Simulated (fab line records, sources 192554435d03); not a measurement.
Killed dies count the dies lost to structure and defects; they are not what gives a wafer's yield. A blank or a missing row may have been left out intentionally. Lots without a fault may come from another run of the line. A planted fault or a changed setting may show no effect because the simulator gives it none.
Split-lot trial ; flow n5Finfet ; 4 lots, 21 wafers read, on a route of 1938 steps

== ON THE SPLIT ==
At N5_BEOL_M4_ETCH_70 (etches SOC in N2/H2, target depth 80 nm, overetch 24 nm, time 130 s), the setting sourceW was moved away from the recipe's 840 W on 6 of the 21 wafers read, by -12.7% to -12.2%. This setting was run at the recipe's value on the other wafers.

The reading is taken at the split's own step.

== THE READING ==
rfVppV, in V, at N5_BEOL_M4_ETCH_70 (etches SOC in N2/H2, target depth 80 nm, overetch 24 nm, time 130 s). Typical for fault-free wafers on this fab line: 525.5 V, with standard deviation 2.2 V.

wafer;tool, chamber at the split;sourceW as run, W;against the recipe;rfVppV, V;against lot-mates on the recipe
L077.1;rieDiel-01, 3;737.3;-12.2%;550.2;+22.8
L077.2;rieDiel-01, 0;737.3;-12.2%;553.0;+25.6
L077.3;rieDiel-01, 2;840;recipe;526.5;-
L077.4;rieDiel-01, 2;840;recipe;525.8;-
L077.5;rieDiel-01, 3;840;recipe;529.8;-
L077.6;rieDiel-01, 0;737.3;-12.2%;551.9;+24.5
L083.4;rieDiel-02, 1;840;recipe;525.9;-
L083.5;rieDiel-02, 1;840;recipe;526.8;-
L083.6;rieDiel-02, 2;840;recipe;525.9;-
L084.1;rieDiel-06, 1;840;recipe;525.3;-
L084.2;rieDiel-06, 2;840;recipe;522.2;-
L084.3;rieDiel-06, 0;840;recipe;523.1;-
L084.4;rieDiel-06, 3;840;recipe;523.5;-
L084.5;rieDiel-06, 1;840;recipe;525.4;-
L084.6;rieDiel-06, 0;840;recipe;522.9;-
L089.1;rieDiel-06, 3;840;recipe;524.1;-
L089.2;rieDiel-06, 2;840;recipe;521.6;-
L089.3;rieDiel-06, 1;733.2;-12.7%;549.2;+26.7
L089.4;rieDiel-06, 0;733.2;-12.7%;545.3;+22.8
L089.5;rieDiel-06, 0;840;recipe;521.9;-
L089.6;rieDiel-06, 3;733.2;-12.7%;546.1;+23.6

FIT RESULTS
A straight line over all 21 wafers: rfVppV changes by -1.96 V for each +1% of sourceW; r = -0.98; the points scatter about the line by 2.6 V.
The same after taking each lot's own level away (the mean of its wafers on the recipe; 21 wafers): -1.95 V for each +1%; r = -0.99; scatter 1.4 V.
According to that fit, moving sourceW by its largest amount changes the reading by 25 V.
The span of the lots' own levels, 522.53 to 527.37 V, comes to 2.2 times the standard deviation stated above.
Consequently the slope shifts little with the lot-to-lot level, the two slopes agreeing.
Check: +24.4 V against its lot-mates is what the line predicts for one of the wafers moved furthest among these (-12.7%) when that wafer is left out of the fit. Against them it came out at +26.7 V.
Tool readings at the split's step, against how far the setting was moved: rfVppV r = -0.98.

== FURTHER SPLITS ON THESE WAFERS ==
Other splits were also applied to these wafers ahead of the reading. Each is held against what the fit with the lots' levels taken away leaves over:
other split on the same wafers;wafers away from the commonest value;r with rfVppV (lot level and that fit taken away)
N5_MOL_CONTACT_COAG_EXPOSE_37 doseMj;9;+0.07
N5_BEOL_M0_SAQP_PECVD_96 timeS;9;+0.11
N5_BEOL_M0_ETCH_138 sourceW;6;-0.23
N5_BEOL_M1_COAT_05 spinRpm;6;-0.18
N5_BEOL_M1_ETCH_64 sourceW;9;-0.34
N5_BEOL_M2_DESCUM_16 timeS;6;+0.00
N5_BEOL_M4_COAT_73 spinRpm;9;+0.18
N5_BEOL_M4_EXPOSE_25 doseMj;6;+0.00

== THE FILE'S OWN FIT ==
rfVppV changes by -1.95 V for each +1% of sourceW, r = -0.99.
